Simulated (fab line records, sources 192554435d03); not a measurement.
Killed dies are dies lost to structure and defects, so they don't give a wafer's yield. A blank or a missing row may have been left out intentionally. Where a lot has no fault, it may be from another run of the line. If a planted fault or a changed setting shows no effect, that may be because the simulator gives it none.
The tool behind it: which one? + flow n5-finfet + 11 lots, 33 wafers sampled, at 5 steps of a route of 1938

== WHAT EACH GAUGE READ, for each wafer ==
N5_BEOL_M9_INSPECT_58: inspects for defects (darkfield).
| lot  | measured     | on                | raw-defect-count |
|------|--------------|-------------------|------------------|
| L367 | day 9 23:16  | defect-inspect-01 | 89 73 92         |
| L369 | day 11 02:41 | defect-inspect-01 | 49 76 61         |
| L370 | day 11 09:29 | defect-inspect-02 | 31 48 37         |
| L371 | day 11 18:02 | defect-inspect-01 | 55 57 76         |
| L376 | day 12 08:52 | defect-inspect-02 | 140 131 140      |
| L373 | day 12 09:49 | defect-inspect-02 | 112 45 46        |
| L377 | day 12 17:20 | defect-inspect-02 | 92 43 87         |
| L382 | day 14 15:02 | defect-inspect-02 | 552 488 573      |
| L384 | day 14 20:46 | defect-inspect-01 | 502 502 509      |
| L387 | day 16 00:37 | defect-inspect-01 | 41 25 37         |
| L389 | day 16 02:41 | defect-inspect-01 | 57 73 48         |

N5_BEOL_M10_INSPECT_13: inspects for defects (brightfield).
| lot  | measured     | on                | raw-defect-count |
|------|--------------|-------------------|------------------|
| L367 | day 10 01:15 | defect-inspect-02 | 382 325 379      |
| L369 | day 11 07:14 | defect-inspect-02 | 335 493 553      |
| L370 | day 11 11:21 | defect-inspect-02 | 225 222 203      |
| L371 | day 11 21:13 | defect-inspect-01 | 452 570 450      |
| L376 | day 12 11:09 | defect-inspect-02 | 412 487 372      |
| L373 | day 12 12:01 | defect-inspect-01 | 337 212 279      |
| L377 | day 12 18:59 | defect-inspect-01 | 681 411 478      |
| L382 | day 14 18:16 | defect-inspect-02 | 866 809 1049     |
| L384 | day 14 22:27 | defect-inspect-02 | 754 763 860      |
| L387 | day 16 03:42 | defect-inspect-01 | 289 361 288      |
| L389 | day 16 04:22 | defect-inspect-01 | 450 576 450      |

== TOOL THAT RAN EACH LOT (tool first, then ch and the chambers of the sampled wafers, then the start) ==
| lot  | N5_BEOL_M9_PRE_CLEAN_45      | N5_BEOL_M9_SURFACE_TREAT_79  | N5_BEOL_M9_CMP_52             |
|------|------------------------------|------------------------------|-------------------------------|
| L367 | pvd-sputter-02, day 9 20:53  | pvd-sputter-03, day 9 21:17  | cmp-03 ch 2,3, day 9 22:49    |
| L369 | pvd-sputter-01, day 10 23:59 | pvd-sputter-03, day 11 00:51 | cmp-01 ch 0,1,2, day 11 02:14 |
| L370 | pvd-sputter-01, day 11 07:22 | pvd-sputter-01, day 11 07:57 | cmp-03 ch 1,2,3, day 11 09:04 |
| L371 | pvd-sputter-03, day 11 14:13 | pvd-sputter-03, day 11 14:47 | cmp-03 ch 1,2,3, day 11 17:22 |
| L376 | pvd-sputter-03, day 12 07:08 | pvd-sputter-03, day 12 07:35 | cmp-03 ch 0,1,3, day 12 08:25 |
| L373 | pvd-sputter-03, day 12 08:02 | pvd-sputter-02, day 12 08:25 | cmp-03 ch 0,1,2, day 12 09:22 |
| L377 | pvd-sputter-03, day 12 15:26 | pvd-sputter-01, day 12 15:49 | cmp-04 ch 2,3, day 12 16:53   |
| L382 | pvd-sputter-02, day 14 13:22 | pvd-sputter-02, day 14 13:44 | cmp-03 ch 0,2,3, day 14 14:39 |
| L384 | pvd-sputter-02, day 14 19:01 | pvd-sputter-01, day 14 19:22 | cmp-03 ch 2,3, day 14 20:19   |
| L387 | pvd-sputter-03, day 15 22:15 | pvd-sputter-01, day 15 22:47 | cmp-01 ch 0,2,3, day 16 00:14 |
| L389 | pvd-sputter-02, day 15 23:20 | pvd-sputter-03, day 15 23:50 | cmp-04 ch 0,1,3, day 16 02:14 |
- N5_BEOL_M9_PRE_CLEAN_45: time 30 s.
- N5_BEOL_M9_SURFACE_TREAT_79
- N5_BEOL_M9_CMP_52: polishes, stops on SiCOH lowk, t overpolish 7 s, target thk 140 nm.

== WHAT THE TOOLS THEMSELVES READ (means of the sampled wafers that have a number; where no wafer has one, the mark that the record gives instead) ==
N5_BEOL_M9_PRE_CLEAN_45.
| lot  | tool           | heater-power-w (W) |
|------|----------------|--------------------|
| L367 | pvd-sputter-02 | 346                |
| L369 | pvd-sputter-01 | 348                |
| L370 | pvd-sputter-01 | 354                |
| L371 | pvd-sputter-03 | 327                |
| L376 | pvd-sputter-03 | 331                |
| L373 | pvd-sputter-03 | 330                |
| L377 | pvd-sputter-03 | 321                |
| L382 | pvd-sputter-02 | 333                |
| L384 | pvd-sputter-02 | 347                |
| L387 | pvd-sputter-03 | 308                |
| L389 | pvd-sputter-02 | 326                |

N5_BEOL_M9_CMP_52.
| lot  | tool   | barrier-field-endpoint-s (s) | edge-zone-pressure-frac | motor-current-A (A) | overpolish-run-s (s) | time-to-endpoint-s (s) |
|------|--------|------------------------------|-------------------------|---------------------|----------------------|------------------------|
| L367 | cmp-03 | 29.3                         | 1.003                   | 5.9                 | 7.007                | 70                     |
| L369 | cmp-01 | 28.4                         | 0.996                   | 6.2                 | 6.996                | 65                     |
| L370 | cmp-03 | 29.0                         | 0.999                   | 6.3                 | 6.999                | 67                     |
| L371 | cmp-03 | 29.0                         | 0.999                   | 6.0                 | 6.998                | 70                     |
| L376 | cmp-03 | 29.0                         | 1.000                   | 6.3                 | 6.993                | 69                     |
| L373 | cmp-03 | 30.4                         | 1.004                   | 6.2                 | 7.002                | 70                     |
| L377 | cmp-04 | 28.6                         | 1.000                   | 6.2                 | 6.996                | 65                     |
| L382 | cmp-03 | 29.9                         | 1.000                   | 6.0                 | 6.993                | 69                     |
| L384 | cmp-03 | 29.1                         | 1.001                   | 5.7                 | 7.001                | 69                     |
| L387 | cmp-01 | 29.1                         | 1.000                   | 6.5                 | 7.001                | 66                     |
| L389 | cmp-04 | 28.5                         | 1.003                   | 6.2                 | 7.003                | 61                     |

== THE ANSWER, worked out from the rows above alone ==
Rule: the usual values come from the lots themselves. Put in order of their means at a reading, lots are off if they are a third of the lots or fewer, leave a main group of 4 or more, and stand apart from it by a gap of 3 or more times the standard deviation of the main group's means; of several such gaps the widest counts. Not used: any main group whose means are identical at the precision the tables above print for the reading. A lot without any number at a reading at which 4 lots or more have one is off too. The other lots that the step has rows for count as sound. The gauges are gone through in route order, then the tools' own readings, and for those a lot's mean is taken as printed above. At the first step where some lot is off, the reading lying furthest off is the one used; lots without a number count as furthest.
Off: L382, L384, at N5_BEOL_M9_INSPECT_58 (raw-defect-count). The main group: mean 69, standard deviation 28.
If a tool, at a process step before that reading, ran all the lots that are off and no sound lot after the first of them, it fits. Those tools and the gauges at N5_BEOL_M9_INSPECT_58 are tried in the same way. One fits: cmp-03 at N5_BEOL_M9_CMP_52. Its last sound lot is L373 (day 12 09:22), its first lot that is off L382 (day 14 14:39): a fault that began between those two fits.

== WHAT WAS PUT IN BY THE SIMULATOR ==
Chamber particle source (cmp-03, N5_BEOL_M9_CMP_52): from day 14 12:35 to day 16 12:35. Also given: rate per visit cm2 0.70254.
Shown lots that were struck: L382, L384. The rule above found the same.
